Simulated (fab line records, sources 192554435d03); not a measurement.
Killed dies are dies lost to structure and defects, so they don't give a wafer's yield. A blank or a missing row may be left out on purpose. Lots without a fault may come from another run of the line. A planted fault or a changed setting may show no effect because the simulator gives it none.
Problem report in the 8D (eight disciplines) form, filled by code | flow n5_finfet | the parts of the form that need people (team, actions taken, sign-off) are left out

1. THE PROBLEM
susceptor_temp_C at N5_BEOL_M11_ILD_DEP_00 reads a mean of 303.12 C on 4 wafers of 3 lots; wafers without a fault read 300.02 C with a standard deviation of 0.22. That is +14 standard deviations from the usual mean.
The step: deposits SiCOH lowk from DEMS/porogen, target thk 308.51 nm, time 58 s.
First seen on wafer L745.2, day 14 12:20, on pecvd-01. The record holds 32 wafers of 11 lots with a number at this step. Rule for "out", or "out of limits": more than 4 standard deviations from the usual mean. The other wafers with a number count as sound.

2. WHAT IT IS AND WHAT IT IS NOT
question                    | is                             | is not
which readings at this step | susceptor_temp_C               | heater_power_w, showerhead_plenum_p_Torr, throttle_valve_pct
which lots                  | L745, L748, L752               | L739, L740, L742, L743, L754, L755, L759, L760
which wafers of those lots  | L745.2, L748.1, L748.6, L752.1 | L745.3, L745.4, L748.4, L752.2, L752.6
read on which tools         | pecvd-01                       | pecvd-02, pecvd-04
when                        | from day 14 12:20              | up to then (13 sound wafers); but 15 sound wafers of L748, L752, L754, L755, L759, L760 came after

3. SUSPECTS, AND WHAT RULES EACH OUT
Counting: a tool at a process step up to the reading stays a suspect if it ran every lot that is out. Sound lots after the first of them don't rule it out here, since some wafers of a struck lot are sound.
- pecvd-01 at N5_BEOL_M11_ILD_DEP_00 (deposits SiCOH lowk from DEMS/porogen, target thk 308.51 nm, time 58 s): kept. It ran every lot that is out, first L745 (day 14 12:20); its last sound lot up to then is L743 (day 13 06:14). Its own readings are out on those wafers: susceptor_temp_C.
- Within pecvd-01 at N5_BEOL_M11_ILD_DEP_00: the wafers that are out ran in chamber 0; their sound lot-mates ran in chambers 1, 2.
Left after counting: pecvd-01 at N5_BEOL_M11_ILD_DEP_00.

4. THE CAUSE (what the simulator had put in)
Process parameter drift: pecvd-01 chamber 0, from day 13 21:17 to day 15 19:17, at N5_BEOL_M11_ILD_DEP_00. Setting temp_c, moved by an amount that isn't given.
Counting left only this tool.

5. THE CHAIN OF EFFECTS, in route order
Each row: a reading whose mean over the struck wafers that have a number lies more than 3 standard deviations from the usual. Only readings for which the record gives a usual standard deviation are gone through. hours: the time from each lot's start at the first step in this table that gives one to its start at this step, as a median over the lots. sigmas: the change in usual standard deviations.
hours | step                   | reading          | usual    | on struck wafers | change | sigmas
0     | N5_BEOL_M11_ILD_DEP_00 | susceptor_temp_C | 300.02 C | 303.12           | +3.10  | +14
The process steps in it:
- N5_BEOL_M11_ILD_DEP_00: deposits SiCOH lowk from DEMS/porogen, target thk 308.51 nm, time 58 s.

6. WHAT WOULD HAVE CAUGHT IT SOONER
In this record the first reading out of limits was taken at day 14 12:20, 15 hours after the fault began at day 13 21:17.
